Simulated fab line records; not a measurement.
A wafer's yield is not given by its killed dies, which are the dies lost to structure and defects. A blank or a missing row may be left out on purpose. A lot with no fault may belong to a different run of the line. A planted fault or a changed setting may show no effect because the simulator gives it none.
Matching of chambers | flow n5 finfet | N5_FIN_CUT_ETCH_30 on rie diel-04 has 4 sister chambers
The step etches underlayer in N2/H2, target depth 13 nm, time 10.4 s. 4 wafers are shown with their chamber, then 7 later ones without.

EACH WAFER AND ITS CHAMBER
wafer  | chamber | showerhead plenum p Torr (Torr)
L082.4 | 1       | 2.44
L085.6 | 3       | 2.46
L090.3 | 2       | 2.53
L090.5 | 0       | 2.42

WAFERS WITH NO CHAMBER GIVEN
wafer  | showerhead plenum p Torr (Torr)
L090.6 | 2.45
L091.1 | 2.45
L091.4 | 2.52
L091.5 | 2.43
L092.1 | 2.52
L092.3 | 2.42
L092.6 | 2.43

WHICH CHAMBER EACH ONE RAN IN
wafer  | from the rows above     | in truth
L090.6 | can't be placed: 3 or 1 | 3
L091.1 | can't be placed: 3 or 1 | 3
L091.4 | 2                       | 2
L091.5 | can't be placed: 1 or 0 | 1
L092.1 | 2                       | 2
L092.3 | 0                       | 0
L092.6 | can't be placed: 1 or 0 | 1
3 of 7 placed correctly. Not placeable from these rows: 4 (in 4, the candidates include the true chamber). Number placed wrongly: 0.
How it was worked out, from the rows above alone: a wafer's distance from a chamber is the root of the sum, over the readings, of the square of ((its reading less the chamber's mean) divided by the reading's scatter). The wafer belongs to the nearest chamber; if the next one is less than 2 further off, it can't be placed. A chamber's mean is the mean of its shown wafers. The scatter: with one shown wafer a chamber, the root of the mean of the squares of how far each hidden wafer lies from its nearest shown one.
